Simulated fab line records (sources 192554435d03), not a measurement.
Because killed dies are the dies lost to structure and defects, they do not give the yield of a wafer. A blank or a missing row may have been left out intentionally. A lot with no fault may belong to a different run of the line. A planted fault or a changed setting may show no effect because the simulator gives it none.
A struck lot beside a sound one | flow n5-finfet | 37 out of 1938 route steps
Sound: wafers L619.1, L619.4, L619.5. Struck: wafers L630.1, L630.3, L630.6. The cause is named last.
Per side, at each step with rows, come the tool, then ch with its chambers, and then its first start. Under that, the readings that differ: sound wafers | struck wafers | difference of the means | sigmas: that difference in standard deviations of wafers without a fault.
alike: a reading whose means differ by less than 2 such deviations, as well as words and numbers matching on both sides. not compared: withheld readings; readings where some wafer has no value; bounds like >300 that might hide an equal value; numbers whose values overlap and for which the record gives no deviation.
A row with sigmas, a row that says differs or no value, or rows on one side alone: a step with any of these is where the two part. When numbers do not overlap yet have no deviation, they are printed without sigmas and do not part them. A reading that every wafer of one side lacks parts them only if that side has two wafers or more.

first, 9 steps without rows for these wafers: N5_BEOL_M4_ANNEAL_95 (time 240 s); N5_BEOL_M4_SPUTTER_96 (material Cu, target thk 4.5 nm, time 8.29 s); N5_BEOL_M4_ECD_50 (material Cu, target thk 300 nm); N5_BEOL_M4_ANNEAL_51 (time 90 s); N5_BEOL_M4_CMP_52 (polishes, stops on SiOC, t overpolish 6.8 s, target thk 40 nm); N5_BEOL_M4_PRE_CLEAN_60 (time 15 s); N5_BEOL_M4_CO_CAP_55 (material Co, precursor CCTBA/H2, target thk 2 nm, time 102.1 s); N5_BEOL_M4_PRE_CLEAN_56 (time 15 s); N5_BEOL_M4_DEP_57 (deposits SiCN from 3MS/NH3, target thk 8 nm, time 14 s).
N5_BEOL_M4_RC_MEAS_101:
  sound on prober-02 ch 0, day 9 00:34; struck on prober-01 ch 0, day 12 08:01
  reading       | sound          | struck         | difference | sigmas
  SS_P (mV/dec) | 72.8 73.2 72.5 | 74.5 74.7 74.3 | +1.7       | +2
  alike: DIBL_N, DIBL_P, IOFF_N, IOFF_P, ION_N, ION_P, SS_N, VT_N, VT_P
then, 24 steps without rows for these wafers: N5_BEOL_M5_ILD_DEP_00 (deposits SiCOH lowk from DEMS/porogen, target thk 140.64 nm, time 25.9 s); N5_BEOL_M5_CURE_79 (cures SiCOH lowk, time 240 s); N5_BEOL_M5_PECVD_70 (deposits SiO2 from TEOS/O2, target thk 16 nm, time 18 s); N5_BEOL_M5_HM_DEP_02 (deposits TiN, target thk 20 nm); N5_BEOL_M5_COAT_59 (time 60 s, resist thk 60 nm); N5_BEOL_M5_COAT_60 (time 60 s, resist thk 12 nm); N5_BEOL_M5_COAT_71 (time 60 s, resist thk 5 nm); N5_BEOL_M5_COAT_05 (resist thk 30 nm); N5_BEOL_M5_EBR_07; N5_BEOL_M5_SOFTBAKE_06 (time 60 s); N5_BEOL_M5_EXPOSE_08 (exposes mask M5, target cd 28 nm); N5_BEOL_M5_PEB_09 (peb time 60 s); N5_BEOL_M5_DEVELOP_10 (develop time 30 s); N5_BEOL_M5_DESCUM_16 (chemistry O2, time 7 s); N5_BEOL_M5_ETCH_72 (etches underlayer in N2/H2, target depth 6.5 nm, time 5.2 s); N5_BEOL_M5_ETCH_61 (etches SiARC in CF4, target depth 15.6 nm, time 26 s); N5_BEOL_M5_ETCH_62 (etches SOC in N2/H2, target depth 75 nm, overetch 15 nm, time 112.5 s); N5_BEOL_M5_STRIP_63 (strips in N2/H2); N5_BEOL_M5_STRIP_73 (strips in N2/H2); N5_BEOL_M5_STRIP_64 (strips in CF4); N5_BEOL_M5_HM_OPEN_17 (chemistry Cl2/BCl3, target TiN, target depth 20 nm, overetch 6 nm); N5_BEOL_M5_STRIP_19 (strips in O2); N5_BEOL_M5_COAT_65 (time 60 s, resist thk 60 nm); N5_BEOL_M5_COAT_66 (time 60 s, resist thk 12 nm).
-- the record jumps here: 3 days lie between the struck wafers' starts before and after (it left off in module BEOL_M5 and takes up again in module BEOL_M14, whose first step shown is number 1757 of the route) --
N5_BEOL_M14_ETCH_38: etches SiCN in CF4/N2, target depth 106.5 nm, time 120.6 s.
  sound on rie-diel-05 ch 0,1,3, day 11 21:20; struck on rie-diel-04 ch 0,1,3, day 15 15:11
  no value came back on the struck wafers for any of 8 readings (bias-w (W), cf4-flow-sccm (sccm) and others); on the sound wafers bias-w (W) reads 69.50 69.80 69.73
  reading                                       | sound          | struck         | difference | sigmas
  model.SiO2_of_BEOL_M14_ILD_DEP_00.thk-nm (nm) | 1050 1076 1072 | 1110 1112 1131 | +52        |
  not compared: rf-hours-counter-h
N5_BEOL_M14_CMP_49: polishes, stops on SiO2, t overpolish 5.2 s, target thk 560 nm.
  sound on cmp-03 ch 1,2,3, day 11 23:40; struck on cmp-04 ch 1,2,3, day 15 16:36
  reading                                       | sound          | struck         | difference | sigmas
  model.SiO2_of_BEOL_M14_ILD_DEP_00.thk-nm (nm) | 1035 1061 1057 | 1095 1097 1116 | +52        |
  alike: motor-current-A, retaining-ring-pressure-frac
  not compared: pad-life-wafers
N5_PASSIVATION_PROBE_49:
  rows exist in the record for the struck wafers here (prober-02, day 16 18:07), but not for the sound ones

## WHERE THEY PART
Last at N5_PASSIVATION_PROBE_49 as far as this record goes, first at N5_BEOL_M4_RC_MEAS_101.

WHY: what had been put in by the simulator
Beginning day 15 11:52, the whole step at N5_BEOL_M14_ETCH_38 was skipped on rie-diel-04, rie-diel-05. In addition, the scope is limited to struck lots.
